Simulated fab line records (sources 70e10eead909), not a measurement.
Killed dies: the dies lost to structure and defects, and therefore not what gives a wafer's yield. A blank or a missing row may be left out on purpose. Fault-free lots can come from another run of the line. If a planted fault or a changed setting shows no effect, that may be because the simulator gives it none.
fab line records -- flow nandHarc
record: lots: 6, wafers: 18, lastDay: 31
route steps=1302 shown A_SOURCE_PLATE@414 A_ONON_D1@424
lots that met no fault: taken from a fault-free run of the same line
startH: the number of hours between the record's first day and the start of the first shown wafer of the lot -- waitH: how many hours have passed since the lot's step before this one -- " same as the row above -- L1.1+2: several wafers, shown together as one row -- - no value, or no start given -- * or withheld: withheld -- < > ~ a bound
route shown NAME@n: a module of which the file shows steps, and the number in the route of the first -- usual: average and standard deviation across the fault-free wafers -- same: alike in all rows -- chamber/n: place in a boat -- sites: per-site readings -- _std_site: the values' standard deviation -- _edge_site: mean of outer sites minus mean of inner sites -- radiusMm: how far each site lies from the wafer's centre -- mask NAME#n: copy n -- behind: the most recent tool/chamber to have shaped the wafer -- hold: cause of the lot's hold/its duration in hours/its outcome -- device: which transistor (n, p or np) failed to switch -- end of line: at the end of the route, the tests of the same wafers -- where a step has no rows: the recipe by itself -- killed: dies that structure and defects cost at the first sort, which is not the same as the wafer's yield -- map: per-die view of a wafer (x killed, . not killed, _ where there is no die)
set.NAME: the setting as run; set.NAME@STEP: as run at that earlier step -- model.NAME: the simulator's own value behind a step, which no gauge read
a table for each step, a row for each wafer; lots at some steps of the route
services: when a tool's chamber went out of use (startH, in hours from the record's first day, below 0 if earlier), for how many hours, and the reason
== steps ==
step: NHARC_A_SOURCE_PLATE_SRD_01
step: NHARC_A_SOURCE_PLATE_OXIDE_02
recipe: targetThkA: 100, tempC: 900, oxTimeS: 1362, material: SiO2
step: NHARC_A_SOURCE_PLATE_THK_MEAS_09
recipe: thkMeasGauge: ellipsometry
usual: thkNm: 10.0/1
lot.wafer,tool,chamber,startH,waitH,thkNm
L936.1,filmMetro-02,-,179.18,0.4,11.0
L936.5,filmMetro-02,-,179.18,0.4,10.7
L936.6,filmMetro-02,-,179.18,0.4,9.5
L941.2,filmMetro-02,-,230.52,0.4,10.5
L941.3,filmMetro-02,-,230.52,0.4,9.0
L941.6,filmMetro-02,-,230.52,0.4,10.9
L942.1,filmMetro-01,-,240.13,0.4,9.8
L942.5,filmMetro-01,-,240.13,0.4,10.6
L942.6,filmMetro-01,-,240.13,0.4,10.8
L945.1,filmMetro-01,-,265.50,0.4,9.8
L945.3,filmMetro-01,-,265.50,0.4,9.2
L945.5,filmMetro-01,-,265.50,0.4,8.7
L949.1,filmMetro-02,-,309.71,0.4,10.6
L949.4,filmMetro-02,-,309.71,0.4,9.3
L949.5,filmMetro-02,-,309.71,0.4,8.8
L950.2,filmMetro-01,-,319.90,0.4,10.9
L950.3,filmMetro-01,-,319.90,0.4,10.9
L950.6,filmMetro-01,-,319.90,0.4,8.1
step: NHARC_A_SOURCE_PLATE_PVD_04
recipe: targetThkA: 500, material: WSi2
step: NHARC_A_SOURCE_PLATE_CVD_03
recipe: targetThkA: 2000, tempC: 620, pressureMtorr: 200, timeS: 4000, material: poly-Si
step: NHARC_A_SOURCE_PLATE_ANNEAL_05
recipe: tempC: 850, timeS: 1800
step: NHARC_A_SOURCE_PLATE_THK_MEAS_06
recipe: thkMeasGauge: ellipsometry
usual: thkNm: 199.2/1.9
lot.wafer,tool,chamber,startH,waitH,thkNm
L936.1,filmMetro-02,-,191.79,0.4,200.8
L936.5,filmMetro-02,-,191.79,0.4,198.9
L936.6,filmMetro-02,-,191.79,0.4,196.7
L941.2,filmMetro-02,-,242.83,0.4,200.9
L941.3,filmMetro-02,-,242.83,0.4,203.3
L941.6,filmMetro-02,-,242.83,0.4,201.3
L942.1,filmMetro-01,-,255.43,0.4,200.9
L942.5,filmMetro-01,-,255.43,0.4,199.3
L942.6,filmMetro-01,-,255.43,0.4,199.8
L945.1,filmMetro-02,-,278.60,0.4,200.6
L945.3,filmMetro-02,-,278.60,0.4,201.8
L945.5,filmMetro-02,-,278.60,0.4,201.2
L949.1,filmMetro-02,-,325.24,0.4,198.9
L949.4,filmMetro-02,-,325.24,0.4,202.3
L949.5,filmMetro-02,-,325.24,0.4,199.3
L950.2,filmMetro-02,-,333.94,0.4,197.8
L950.3,filmMetro-02,-,333.94,0.4,196.6
L950.6,filmMetro-02,-,333.94,0.4,196.3
step: NHARC_A_SOURCE_PLATE_INSPECT_08
usual: rawDefectCount: 62/26
lot.wafer,tool,chamber,startH,waitH,rawDefectCount
L936.1,defectInspect-01,-,191.88,0.0,82
L936.5,defectInspect-01,-,191.88,0.0,75
L936.6,defectInspect-01,-,191.88,0.0,56
L941.2,defectInspect-01,-,242.91,0.0,51
L941.3,defectInspect-01,-,242.91,0.0,59
L941.6,defectInspect-01,-,242.91,0.0,48
L942.1,defectInspect-02,-,255.51,0.0,58
L942.5,defectInspect-02,-,255.51,0.0,21
L942.6,defectInspect-02,-,255.51,0.0,27
L945.1,defectInspect-01,-,278.68,0.0,45
L945.3,defectInspect-01,-,278.68,0.0,23
L945.5,defectInspect-01,-,278.68,0.0,43
L949.1,defectInspect-02,-,325.35,0.0,113
L949.4,defectInspect-02,-,325.35,0.0,58
L949.5,defectInspect-02,-,325.35,0.0,81
L950.2,defectInspect-02,-,334.03,0.0,86
L950.3,defectInspect-02,-,334.03,0.0,83
L950.6,defectInspect-02,-,334.03,0.0,50
step: NHARC_A_ONON_D1_DEP_00
recipe: targetThkA: 10000, n2FlowSccm: 2750, n2oFlowSccm: 2000, nh3FlowSccm: 500, sih4FlowSccm: 210, tempC: 400
step: NHARC_A_ONON_D1_THK_MEAS_02
recipe: thkMeasGauge: ellipsometry
usual: thkNm: 1002/7.7
lot.wafer,tool,chamber,startH,waitH,thkNm
L936.1,filmMetro-02,-,192.45,-,1002
L936.5,filmMetro-02,-,192.45,-,1002
L936.6,filmMetro-02,-,192.45,-,1003
L941.2,filmMetro-01,-,243.49,-,1003
L941.3,filmMetro-01,-,243.49,-,1004
L941.6,filmMetro-01,-,243.49,-,1003
L942.1,filmMetro-01,-,256.09,-,1015
L942.5,filmMetro-01,-,256.09,-,1015
L942.6,filmMetro-01,-,256.09,-,1014
L945.1,filmMetro-01,-,279.25,-,990
L945.3,filmMetro-01,-,279.25,-,990
L945.5,filmMetro-01,-,279.25,-,992
L949.1,filmMetro-02,-,325.92,-,994
L949.4,filmMetro-02,-,325.92,-,994
L949.5,filmMetro-02,-,325.92,-,994
L950.2,filmMetro-02,-,334.68,-,997
L950.3,filmMetro-02,-,334.68,-,997
L950.6,filmMetro-02,-,334.68,-,997
step: NHARC_A_ONON_D1_DEP_03
recipe: targetThkA: 10000, n2FlowSccm: 2750, n2oFlowSccm: 2000, nh3FlowSccm: 500, sih4FlowSccm: 210, tempC: 400
lot.wafer,tool,chamber,startH,waitH
L936.1+5+6,pecvdOnon-03,0,192.51,0.1
L941.2+3+6,pecvdOnon-02,0,243.60,0.1
L942.1+5+6,pecvdOnon-04,0,256.14,0.1
L945.1+3+5,pecvdOnon-03,0,279.31,0.1
L949.1+4+5,pecvdOnon-03,0,325.98,0.1
L950.2+3+6,pecvdOnon-03,0,334.80,0.1
step: NHARC_A_ONON_D1_THK_MEAS_05
recipe: thkMeasGauge: ellipsometry
usual: thkNm: 997/12
lot.wafer,tool,chamber,startH,waitH,thkNm
L936.1,filmMetro-02,-,193.02,-,1001
L936.5,filmMetro-02,-,193.02,-,1001
L936.6,filmMetro-02,-,193.02,-,1001
L941.2,filmMetro-01,-,244.05,-,998
L941.3,filmMetro-01,-,244.05,-,999
L941.6,filmMetro-01,-,244.05,-,999
L942.1,filmMetro-01,-,256.65,-,997
L942.5,filmMetro-01,-,256.65,-,998
L942.6,filmMetro-01,-,256.65,-,999
L945.1,filmMetro-01,-,279.82,-,1023
L945.3,filmMetro-01,-,279.82,-,1022
L945.5,filmMetro-01,-,279.82,-,1023
L949.1,filmMetro-01,-,326.49,-,575
L949.4,filmMetro-01,-,326.49,-,1026
L949.5,filmMetro-01,-,326.49,-,1024
L950.2,filmMetro-02,-,335.24,-,993
L950.3,filmMetro-02,-,335.24,-,544
L950.6,filmMetro-02,-,335.24,-,994
step: NHARC_A_ONON_D1_DEP_06
recipe: targetThkA: 10000, n2FlowSccm: 2750, n2oFlowSccm: 2000, nh3FlowSccm: 500, sih4FlowSccm: 210, tempC: 400
== services ==
tool,chamber,startH,hours,kind
pecvdOnon-02,-,185.00,13.0,pm
pecvdOnon-03,-,227.00,13.0,pm
pecvdOnon-04,-,311.00,13.0,pm
== key ==
firstSign: step: NHARC_A_ONON_D1_THK_MEAS_05, reading: thkNm, direction: down, sigmas: 38, usual: 997, struck: 559
effect none on later readings
metAt NHARC_A_ONON_D1_DEP_03
struckWafers L949.1,L950.3
laterRowsLeftOut L949.1,L950.3
sortLeftOut L949.1,L950.3
testerLeftOut L949,L950
onsetBetween 279.31 325.98
fault: kind: processParameterDrift, tool: pecvdOnon-03, chamber: -, onsetH: 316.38, steps: NHARC_A_ONON_D1_DEP_03, channel: targetThkA, offset: *, shape: step, endH: 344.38, scope: struckWafersOnly, actsIn: *, stated: *
testerLeftOut: of these lots the tester's yield and bins aren't shown, on N5 and GAA mostly nor the transistor test; their killed dies are dies lost to structure and defects alone, not to doping, threshold or leakage, so they don't give the yield
sortLeftOut: the simulated sort isn't trusted on such a fault, so these wafers' sort isn't shown, and their yield isn't known
laterRowsLeftOut: the simulator's readings of these wafers behind a module that went badly wrong aren't trusted and aren't shown, but for the sort
